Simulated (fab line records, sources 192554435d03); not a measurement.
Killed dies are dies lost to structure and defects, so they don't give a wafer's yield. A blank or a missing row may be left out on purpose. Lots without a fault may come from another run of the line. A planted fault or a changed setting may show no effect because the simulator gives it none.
fab line records | flow n5_finfet
record lots=6 wafers=18 last_day=18
route steps=1938 shown BEOL_M14@1741 PASSIVATION@1936
lots that met no fault: from a run of the same line without faults
start_h: hours from the record's first day to the start of the lot's first wafer shown | wait_h: hours since the lot's step before | " the same as in the row above | L1.1+2: a row that stands for several wafers | - no value, or no start given | * or withheld: withheld | < > ~ a bound
route shown NAME@n: a module of which the file shows steps, and the number in the route of the first | usual: mean/standard deviation of fault-free wafers | same: alike in all rows | chamber/n: place in a boat | sites: the reading at each site | _std_site: their standard deviation | _edge_site: outer sites' mean less inner sites' | radius_mm: how far each site lies from the wafer's centre | mask NAME#n: copy n | behind: the tool/chamber that last shaped the wafer | hold: why the lot was held/for how many hours/how that ended | device: the transistor (n, p or np) that didn't switch | end of line: the same wafers' tests at the end of the route | a step without rows: its recipe alone | killed: dies lost to structure and defects at the first sort, not the wafer's yield | map: a wafer's dies, x killed, . not, _ none there
set.NAME: the setting as run; set.NAME@STEP: as run at that earlier step | model.NAME: the simulator's own value behind a step, which no gauge read
lots at some steps of the route; a table a step, a row a wafer
services: from which hour (start_h, from the record's first day; less than 0 if before it) a tool's chamber was out of use, for how many hours, and why
## steps
# step N5_BEOL_M14_SOFTBAKE_23
# recipe temp_c=130 time_s=60
# step N5_BEOL_M14_EXPOSE_25
# recipe mask_id=M14 na=0.8 source_shape=annular sigma_inner=0.5 sigma_outer=0.8 polarization=unpolarized target_cd_nm=280 dose_mj=26.6
# step N5_BEOL_M14_PEB_26
# recipe peb_temp_c=130 peb_time_s=90
# step N5_BEOL_M14_DEVELOP_27
# recipe develop_time_s=45 rinse_liquid=diw dry=air_spin dev_temp_c=21
# step N5_BEOL_M14_HARDBAKE_32
# recipe temp_c=130 time_s=120
# step N5_BEOL_M14_CD_MEAS_28
# recipe target_cd_nm=284.4 landing_energy_ev=500 detector=se_inlens
# usual cd_nm=284.5/1.9
# columns lot.wafer tool chamber start_h wait_h cd_nm
L405.3 cd_sem-03 0 264.25 - 283.6
L405.4 " 0 " " 283.6
L405.6 " 0 " " 286.2
L412.3 cd_sem-02 0 300.63 - 282.7
L412.4 " 0 " " 281.5
L412.6 " 0 " " 284.9
L418.2 cd_sem-02 0 346.84 - 283.3
L418.3 " 0 " " 287.5
L418.5 " 0 " " 286.8
L416.1 cd_sem-03 0 347.46 - 283.1
L416.2 " 0 " " 284.5
L416.5 " 0 " " 285.4
L424.1 cd_sem-02 0 391.15 - 283.1
L424.4 " 0 " " 287.1
L424.5 " 0 " " 285.2
L425.1 cd_sem-02 0 416.46 - 285.2
L425.5 " 0 " " 286.2
L425.6 " 0 " " 287.4
# step N5_BEOL_M14_OVL_MEAS_29
# recipe points_per_wafer=44
# usual M14_OVL=0/5.5
# columns lot.wafer tool chamber start_h wait_h M14_OVL[nm]
L405.3 overlay-02 0 264.28 0.0 1
L405.4 " 0 " " -7
L405.6 " 0 " " -7
L412.3 overlay-01 0 300.66 0.0 -4
L412.4 " 0 " " -11
L412.6 " 0 " " -2
L418.2 overlay-02 0 346.87 0.0 4
L418.3 " 0 " " 7
L418.5 " 0 " " 12
L416.1 overlay-01 0 347.49 0.0 -3
L416.2 " 0 " " 0
L416.5 " 0 " " 4
L424.1 overlay-02 0 391.18 0.0 4
L424.4 " 0 " " 4
L424.5 " 0 " " 3
L425.1 overlay-02 0 416.49 0.0 -3
L425.5 " 0 " " -12
L425.6 " 0 " " -2
# step N5_BEOL_M14_INSPECT_30
# recipe mode=adi inspect_instrument=macro
# usual raw_defect_count=1.9/1.4
# columns lot.wafer tool chamber start_h wait_h raw_defect_count
L405.3 defect_inspect-01 - 264.30 0.0 2
L405.4 " - " " 1
L405.6 " - " " 2
L412.3 defect_inspect-02 - 300.68 0.0 1
L412.4 " - " " 4
L412.6 " - " " 4
L418.2 defect_inspect-02 - 346.90 0.0 4
L418.3 " - " " 0
L418.5 " - " " 3
L416.1 defect_inspect-02 - 347.51 0.0 1
L416.2 " - " " 1
L416.5 " - " " 2
L424.1 defect_inspect-01 - 391.21 0.0 2
L424.4 " - " " 0
L424.5 " - " " 2
L425.1 defect_inspect-01 - 416.51 0.0 2
L425.5 " - " " 1
L425.6 " - " " 2
# step N5_BEOL_M14_DESCUM_33
# recipe chemistry=O2 time_s=7.9 source_power_w=50 bias_power_w=20 pressure_mtorr=20 rf_frequency_hz=2.712e+07 temp_c=40 o2_flow_sccm=225
# usual drypump_motor_current_A=5.6/0.46 o2_flow_sccm=225.0/0.71 oes_product_au=0.80/0.08 rf_vpp_V=243.3/1.4 showerhead_plenum_p_Torr=2.10/0.081 throttle_valve_pct=20.40/0.27
# columns lot.wafer tool chamber start_h wait_h drypump_motor_current_A o2_flow_sccm oes_product_au rf_hours_counter_h rf_vpp_V showerhead_plenum_p_Torr throttle_valve_pct
L405.3 rie_diel-05 0 264.95 0.6 6.4 224.9 0.72 201 242.3 1.98 20.41
L405.4 " 2 " " 5.2 224.5 0.90 41 244.0 2.21 19.98
L405.6 " 2 " " 5.2 225.0 0.90 - 245.1 2.21 20.00
L412.3 rie_diel-06 1 300.85 0.2 5.8 224.8 0.73 182 243.2 2.00 20.56
L412.4 " 2 " " 5.0 225.2 0.94 24 242.6 2.06 19.94
L412.6 " 3 " " 5.9 225.5 0.75 - 244.5 2.20 20.79
L418.2 rie_diel-06 0 346.93 0.0 5.9 223.8 0.84 88 243.3 2.19 20.40
L418.3 " 3 " " 6.0 224.2 0.74 181 244.9 2.19 20.80
L418.5 " 2 " " 5.0 224.2 0.90 - 243.4 2.06 19.95
L416.1 rie_diel-06 2 347.57 0.1 4.9 224.5 0.90 42 242.9 2.06 19.94
L416.2 " 1 " " 5.8 224.2 0.73 199 242.3 1.99 20.56
L416.5 " 2 " " 5.0 224.7 0.90 - 242.5 2.06 19.96
L424.1 rie_diel-04 0 391.27 0.1 4.7 225.4 0.76 154 243.7 2.08 20.26
L424.4 " 1 " " 5.9 223.8 0.67 246 244.0 2.14 20.24
L424.5 " 3 " " 5.8 226.2 0.71 - 241.0 1.97 20.71
L425.1 rie_diel-05 3 416.70 0.2 5.6 225.0 0.84 50 242.8 2.13 20.44
L425.5 " 3 " " 5.5 225.0 0.84 - 244.0 2.13 20.46
L425.6 " 1 " " 5.2 225.2 0.84 - 244.7 2.13 20.71
# step N5_BEOL_M14_ETCH_67
# recipe chemistry=CF4 target=SiARC target_depth_a=1430 time_s=238.3 ion_energy_ev=80 pressure_mtorr=40 source_w=545 bias_w=36 Ar_flow_sccm=100 cf4_flow_sccm=100 ends=cleared
# usual bias_w=35.98/0.12 drypump_motor_current_A=5.6/0.46 etch_rf_on_time_s=235/5.7 oes_product_au=0.69/0.07 rf_vpp_V=184.1/1.3 showerhead_plenum_p_Torr=2.15/0.078 throttle_valve_pct=15.58/0.26
# columns lot.wafer tool chamber start_h wait_h bias_w drypump_motor_current_A etch_rf_on_time_s oes_product_au rf_hours_counter_h rf_vpp_V showerhead_plenum_p_Torr throttle_valve_pct
L405.3 rie_diel-05 0 264.99 0.0 35.86 6.4 248 0.60 201 183.0 2.04 15.66
L405.4 " 2 " " 35.97 5.2 231 0.77 41 185.4 2.26 15.27
L405.6 " 2 " " 35.76 5.2 232 0.76 - 185.1 2.26 15.25
L412.3 rie_diel-06 1 300.88 0.0 35.86 5.8 246 0.61 183 183.4 2.06 15.78
L412.4 " 2 " " 35.92 4.9 233 0.80 24 183.1 2.10 15.00
L412.6 " 3 " " 36.05 6.0 233 0.64 - 186.3 2.22 15.77
L418.2 rie_diel-06 0 346.97 0.0 35.97 5.8 231 0.71 88 184.1 2.26 15.77
L418.3 " 3 " " 35.97 6.0 234 0.63 181 183.7 2.21 15.80
L418.5 " 2 " " 36.00 5.0 235 0.77 - 182.9 2.10 15.04
L416.1 rie_diel-06 2 347.61 0.0 35.94 5.0 232 0.78 42 184.7 2.10 15.04
L416.2 " 1 " " 36.08 5.8 243 0.61 199 182.1 2.05 15.81
L416.5 " 2 " " 36.11 5.0 232 0.77 - 182.1 2.09 15.05
L424.1 rie_diel-04 0 391.31 0.0 36.12 4.8 241 0.63 154 184.1 2.14 15.54
L424.4 " 1 " " 36.03 5.9 241 0.58 246 185.3 2.18 15.53
L424.5 " 3 " " 35.84 5.8 231 0.61 - 182.3 2.04 15.97
L425.1 rie_diel-05 3 416.74 0.0 35.94 5.6 228 0.74 50 184.8 2.17 15.61
L425.5 " 3 " " 35.88 5.6 229 0.73 - 183.4 2.17 15.62
L425.6 " 1 " " 35.80 5.1 233 0.71 - 183.8 2.17 15.71
# step N5_BEOL_M14_ETCH_68
# recipe chemistry=N2/H2 target=SOC mask_material=SiARC source_w=3000 bias_w=350 temp_c=40 time_s=450 ion_energy_ev=200 pressure_mtorr=30 n2_flow_sccm=200 h2_flow_sccm=200
# usual bias_w=350.0/1.1 drypump_motor_current_A=5.6/0.46 n2_flow_sccm=200.0/0.56 oes_product_au=0.80/0.081 rf_vpp_V=524.1/2.8 showerhead_plenum_p_Torr=2.55/0.097 throttle_valve_pct=17.68/0.28
# columns lot.wafer tool chamber start_h wait_h bias_w drypump_motor_current_A n2_flow_sccm oes_product_au rf_hours_counter_h rf_vpp_V showerhead_plenum_p_Torr throttle_valve_pct
L405.3 rie_diel-05 0 265.14 0.1 350.6 6.5 199.9 0.72 202 520.4 2.42 17.76
L405.4 " 2 " " 352.0 5.2 199.6 0.89 41 527.4 2.68 17.19
L405.6 " 2 " " 351.1 5.2 199.8 0.88 - 528.3 2.68 17.18
L412.3 rie_diel-06 1 301.03 0.1 350.7 5.8 200.2 0.73 183 521.6 2.43 17.86
L412.4 " 2 " " 349.9 4.9 200.4 0.93 24 523.4 2.49 17.19
L412.6 " 3 " " 350.0 6.0 199.9 0.74 - 526.8 2.65 17.89
L418.2 rie_diel-06 0 347.11 0.1 348.7 5.9 200.4 0.82 88 528.1 2.69 17.98
L418.3 " 3 " " 350.3 6.0 200.0 0.73 181 525.5 2.65 17.94
L418.5 " 2 " " 349.2 4.9 200.7 0.89 - 520.6 2.48 17.20
L416.1 rie_diel-06 2 347.76 0.1 348.7 4.9 199.8 0.90 42 522.3 2.48 17.21
L416.2 " 1 " " 349.1 5.8 200.1 0.72 199 520.5 2.42 17.89
L416.5 " 2 " " 348.3 4.9 199.6 0.89 - 522.2 2.48 17.22
L424.1 rie_diel-04 0 391.46 0.1 350.4 4.8 199.7 0.75 155 523.3 2.53 17.70
L424.4 " 1 " " 352.0 5.9 199.3 0.68 246 524.8 2.60 17.68
L424.5 " 3 " " 349.6 5.8 200.3 0.70 - 519.1 2.39 17.95
L425.1 rie_diel-05 3 416.88 0.1 350.5 5.5 200.3 0.85 50 524.5 2.57 17.59
L425.5 " 3 " " 349.6 5.5 200.2 0.84 - 526.0 2.56 17.62
L425.6 " 1 " " 351.5 5.2 201.3 0.82 - 524.5 2.56 17.77
# step N5_BEOL_M14_STRIP_69
# recipe chemistry=N2/H2 temp_c=40 n2_flow_sccm=200 h2_flow_sccm=200 rf_frequency_hz=6e+07
# step N5_BEOL_M14_TRENCH_ETCH_34
# recipe chemistry=C4F8/O2/Ar target=SiO2 target_depth_a=5566.5 mask_material=SOC he_inner_torr=15 he_outer_torr=30 time_s=126.9 ion_energy_ev=800 pressure_mtorr=20 source_w=1905 bias_w=2040 Ar_flow_sccm=400 C4F8_flow_sccm=16 O2_flow_sccm=12
# usual bias_w=2040/5.4 drypump_motor_current_A=5.6/0.46 oes_f_703_au=0.80/0.081 oes_product_au=0.80/0.082 rf_vpp_V=2240/45 showerhead_plenum_p_Torr=3.45/0.12 throttle_valve_pct=30.8/0.35
# columns lot.wafer tool chamber start_h wait_h bias_w drypump_motor_current_A oes_f_703_au oes_product_au rf_hours_counter_h rf_vpp_V showerhead_plenum_p_Torr throttle_valve_pct
L405.3 rie_diel-05 0 265.41 0.0 2037 6.5 0.71 0.70 202 2193 3.29 30.9
L405.4 " 2 " " 2036 5.2 0.91 0.92 41 2213 3.61 30.3
L405.6 " 2 " " 2047 5.2 0.91 0.90 - 2212 3.61 30.3
L412.3 rie_diel-06 1 301.30 0.0 2041 5.8 0.72 0.72 183 2285 3.30 31.0
L412.4 " 2 " " 2041 5.0 0.94 0.94 24 2258 3.35 30.2
L412.6 " 3 " " 2040 6.0 0.76 0.75 - 2199 3.56 31.1
L418.2 rie_diel-06 0 347.39 0.0 2221 5.8 0.84 0.86 88 2287 3.62 31.1
L418.3 " 3 " " 2209 6.0 0.76 0.75 182 2327 3.55 31.1
L418.5 " 2 " " 2202 4.9 0.92 0.92 - 2388 3.34 30.2
L416.1 rie_diel-06 2 348.03 0.0 2217 4.9 0.92 0.91 42 2386 3.34 30.2
L416.2 " 1 " " 2203 5.8 0.72 0.73 200 2418 3.29 31.1
L416.5 " 2 " " 2210 4.9 0.92 0.92 - 2387 3.34 30.2
L424.1 rie_diel-04 0 391.73 0.0 2040 4.7 0.72 0.74 155 2306 3.44 30.8
L424.4 " 1 " " 2049 5.9 0.70 0.68 246 2297 3.50 30.6
L424.5 " 3 " " 2037 5.8 0.74 0.72 - 2214 3.26 31.2
L425.1 rie_diel-05 3 417.16 0.0 2031 5.5 0.86 0.85 51 2231 3.46 30.7
L425.5 " 3 " " 2040 5.5 0.86 0.85 - 2232 3.46 30.7
L425.6 " 1 " " 2039 5.2 0.81 0.82 - 2290 3.50 31.3
# step N5_BEOL_M14_STRIP_70
# recipe chemistry=C4F8/O2/Ar resist=SiARC rf_frequency_hz=6e+07
# step N5_PASSIVATION_PROBE_49
# usual defect_limited_yield=91.0/1.6 killed_at_M0_to_M3=35/11 killed_at_M4_up=14/5.3 killed_at_contacts=13/6.7 killed_at_front_end=41/12 killed_at_other=3.9/2.7 killed_dies=106/19 killed_open=70/14 killed_short=35/8.8 sort_bin_4_leakage=0.01/0.058 sort_bin_5_function=5.3/1 sort_bin_6_memory=3.3/0.81 sort_bin_8_speed=0.00/0.0072 sort_n_pass=1073/19 sort_yield_pct=91.0/1.6
# same gross_dies=1180 killed_at_back_side=0
# columns lot.wafer tool chamber start_h wait_h defect_limited_yield[%] killed_at_M0_to_M3 killed_at_M4_up killed_at_contacts killed_at_front_end killed_at_other killed_dies killed_open killed_short sort_bin_4_leakage[%] sort_bin_5_function[%] sort_bin_6_memory[%] sort_bin_8_speed[%] sort_n_pass sort_yield_pct[%]
L405.3 prober-02 - 303.33 0.1 93.6 39 4 10 22 1 76 47 28 0 3.9 2.1 0 1104 93.6
L405.4 prober-02 - 303.38 0.2 92.7 22 7 7 49 1 86 43 36 0 3.7 2.9 0 1094 92.7
L405.6 prober-02 - 303.48 0.3 92.4 30 9 16 35 0 90 53 36 0 4.7 2.8 0 1090 92.4
L424.1 prober-01 - 413.30 0.0 89.9 32 16 17 46 8 119 79 37 0 6.4 3.1 0 1061 89.9
L424.4 prober-01 - 413.45 0.2 91.2 37 21 9 28 9 104 74 29 0 5.8 2.8 0 1076 91.2
L424.5 prober-01 - 413.50 0.2 89.7 47 14 10 48 3 122 83 36 0 5.2 4.7 0 1058 89.7
L425.1 prober-01 - 442.32 0.0 91.9 26 20 17 24 9 96 65 28 0 4.7 3.0 0 1084 91.9
L425.5 prober-01 - 442.52 0.2 90.2 35 22 12 46 1 116 86 28 0 5.3 4.1 0 1064 90.2
L425.6 prober-01 - 442.57 0.3 88.9 53 20 10 47 1 131 91 38 0 6.4 4.2 0 1049 88.9
# killed by level:class
L405.3 BEOL_M3:geometric_particle:open=8 MOL_CONTACT_COAG:geometric_particle:open=8 BEOL_M0_SAQP:geometric_particle:short=8 BEOL_M0_SAQP:geometric_particle:open=5 BEOL_M1:geometric_particle:open=5 BEOL_M2:geometric_particle:short=5 FIN_SAQP:geometric_particle:open=3 GATE_CUT:geometric_particle:open=3
L405.4 FIN_SAQP:geometric_particle:short=16 FIN_SAQP:geometric_particle:open=7 GATE_CUT:geometric_particle:short=7 BEOL_M2:geometric_particle:short=5 BEOL_M0_SAQP:geometric_particle:open=5 STARTING-WAFER:geometric_particle:open=5 HKMG_FIN:area_etch=5 MOL_CONTACT_COAG:geometric_particle:open=4
L405.6 MOL_CONTACT_COAG:geometric_particle:open=14 FIN_SAQP:geometric_particle:open=9 BEOL_M0_SAQP:geometric_particle:short=9 FIN_SAQP:geometric_particle:short=7 GATE_CUT:geometric_particle:short=6 BEOL_M2:geometric_particle:short=5 DUMMY_GATE:geometric_particle:open=5 BEOL_M2:geometric_particle:open=4
L424.1 MOL_CONTACT_COAG:geometric_particle:open=14 BEOL_M4:geometric_particle:open=10 BEOL_M1:geometric_particle:open=9 BEOL_M3:geometric_particle:open=8 FIN_SAQP:geometric_particle:open=7 BEOL_M3:geometric_particle:short=6 DUMMY_GATE:geometric_particle:open=5 GATE_CUT:geometric_particle:short=5
L424.4 BEOL_M1:geometric_particle:open=15 BEOL_M4:geometric_particle:open=13 BEOL_M2:geometric_particle:open=7 MOL_CONTACT_COAG:geometric_particle:open=6 GATE_CUT:geometric_particle:short=5 PAD_METAL:geometric_particle:open=5 FIN_SAQP:geometric_particle:open=4 GATE_CUT:geometric_particle:open=4
L424.5 BEOL_M1:geometric_particle:open=15 BEOL_M3:geometric_particle:open=14 FIN_SAQP:geometric_particle:open=10 FIN_SAQP:geometric_particle:short=9 MOL_CONTACT_COAG:geometric_particle:open=9 BEOL_M1:geometric_particle:short=7 BEOL_M4:geometric_particle:open=6 STI_FIN_REVEAL:geometric_particle:open=5
L425.1 MOL_CONTACT_COAG:geometric_particle:open=15 BEOL_M4:geometric_particle:open=11 BEOL_M0_SAQP:geometric_particle:open=8 FIN_SAQP:geometric_particle:short=6 BEOL_M3:geometric_particle:open=5 BEOL_M1:geometric_particle:open=4 FIN_SAQP:geometric_particle:open=3 DUMMY_GATE:geometric_particle:open=3
L425.5 BEOL_M4:geometric_particle:open=13 FIN_SAQP:geometric_particle:short=11 MOL_CONTACT_COAG:geometric_particle:open=11 STI_FIN_REVEAL:geometric_particle:open=8 BEOL_M2:geometric_particle:open=8 BEOL_M0_SAQP:geometric_particle:open=8 FIN_SAQP:geometric_particle:open=7 BEOL_M1:geometric_particle:open=7
L425.6 BEOL_M3:geometric_particle:open=15 STI_FIN_REVEAL:geometric_particle:open=13 BEOL_M1:geometric_particle:open=12 BEOL_M4:geometric_particle:open=10 BEOL_M2:geometric_particle:open=8 BEOL_M0_SAQP:geometric_particle:short=7 FIN_SAQP:geometric_particle:short=6 DUMMY_GATE:geometric_particle:open=5
## services
# columns tool chamber start_h hours kind
rie_diel-04 - 246.59 4.3 pm
rie_diel-04 3 270.27 1.4 repair
rie_diel-05 1 276.52 6.8 repair
rie_diel-05 2 314.84 9.9 repair
rie_diel-04 - 349.59 0.2 repair
rie_diel-04 1 363.68 6.5 repair
rie_diel-05 3 386.33 11.0 repair
rie_diel-06 3 389.38 10.4 repair
rie_diel-04 1 404.29 - clean
rie_diel-04 1 404.29 - consumable_replace:focus_ring
rie_diel-04 1 404.29 22.2 scheduled_down
rie_diel-04 1 404.29 22.2 vent_cycle
rie_diel-05 0 407.05 - clean
rie_diel-05 0 407.05 - consumable_replace:esc
rie_diel-05 0 407.05 - consumable_replace:focus_ring
rie_diel-05 0 407.05 27.8 scheduled_down
rie_diel-05 0 407.05 27.8 vent_cycle
## key
first_sign step=N5_BEOL_M14_TRENCH_ETCH_34 reading=bias_w direction=up sigmas=32 usual=* struck=*
effect step=N5_BEOL_M14_TRENCH_ETCH_34 reading=rf_vpp_V direction=up sigmas=2.8 usual=2240 struck=2366
met_at N5_BEOL_M14_TRENCH_ETCH_34
struck_wafers L416.1,L416.2,L416.5,L418.2,L418.3,L418.5
onset_between 301.30 347.39
fault kind=process_parameter_drift tool=rie_diel-06 chamber=- onset_h=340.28 steps=N5_BEOL_M14_TRENCH_ETCH_34 channel=bias_w offset=* shape=step end_h=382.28 acts_in=* stated=*
